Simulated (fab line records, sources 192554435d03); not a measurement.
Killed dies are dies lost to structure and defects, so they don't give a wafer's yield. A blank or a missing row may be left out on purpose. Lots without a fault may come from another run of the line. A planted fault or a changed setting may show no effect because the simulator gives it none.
Which tool did it? | flow n5_finfet | 10 lots, 28 wafers sampled, at 2 steps of a route of 1938

WHAT THE GAUGES READ, wafer by wafer
N5_WELL_APT_CD_MEAS_25: target cd 200 nm.
lot  | measured    | on        | cd_nm (nm)
L836 | day 1 15:05 | cd_sem-03 | 199.6 198.7 201.6
L837 | day 1 20:46 | cd_sem-03 | 205.1 203.1 200.8
L838 | day 2 03:27 | cd_sem-02 | 200.7 200.8 202.2
L839 | day 2 09:16 | cd_sem-02 | 200.3 200.2 201.5
L841 | day 2 21:05 | cd_sem-03 | 200.8 201.7 201.2
L844 | day 3 15:07 | cd_sem-02 | 208.7 198.9
L848 | day 4 14:41 | cd_sem-03 | 210.6 200.3 202.6
L849 | day 4 21:05 | cd_sem-01 | 207.3 200.1
L854 | day 6 03:02 | cd_sem-03 | 202.3 200.0 201.0
L856 | day 6 14:49 | cd_sem-01 | 198.4 200.7 201.4

WHICH TOOL RAN EACH LOT (tool, then ch and the chambers of the sampled wafers, then the start)
lot  | N5_WELL_APT_PEB_23
L836 | litho_track-05 ch 0, day 1 14:58
L837 | litho_track-03 ch 0, day 1 20:40
L838 | litho_track-05 ch 0, day 2 03:20
L839 | litho_track-04 ch 0, day 2 09:10
L841 | litho_track-05 ch 0, day 2 20:58
L844 | litho_track-03 ch 0, day 3 15:00
L848 | litho_track-03 ch 0, day 4 14:34
L849 | litho_track-03 ch 0, day 4 20:58
L854 | litho_track-04 ch 0, day 6 02:55
L856 | litho_track-05 ch 0, day 6 14:43
- N5_WELL_APT_PEB_23: peb time 90 s.

THE ANSWER, worked out from the rows above alone
Rule: what is usual is taken from the lots themselves. Put in order of their means at a reading, lots are off if they are a third of the lots or fewer, leave a main group of 4 or more, and stand apart from it by a gap of 3 or more times the standard deviation of the main group's means; of several such gaps the widest counts. A main group whose means are all the same, to the digits that the tables above print for the reading, isn't used. A lot without any number at a reading at which 4 lots or more have one is off too. The other lots that the step has rows for count as sound.
No lot is off at any reading shown: from this, nothing can be told.

WHAT THE SIMULATOR HAD PUT IN
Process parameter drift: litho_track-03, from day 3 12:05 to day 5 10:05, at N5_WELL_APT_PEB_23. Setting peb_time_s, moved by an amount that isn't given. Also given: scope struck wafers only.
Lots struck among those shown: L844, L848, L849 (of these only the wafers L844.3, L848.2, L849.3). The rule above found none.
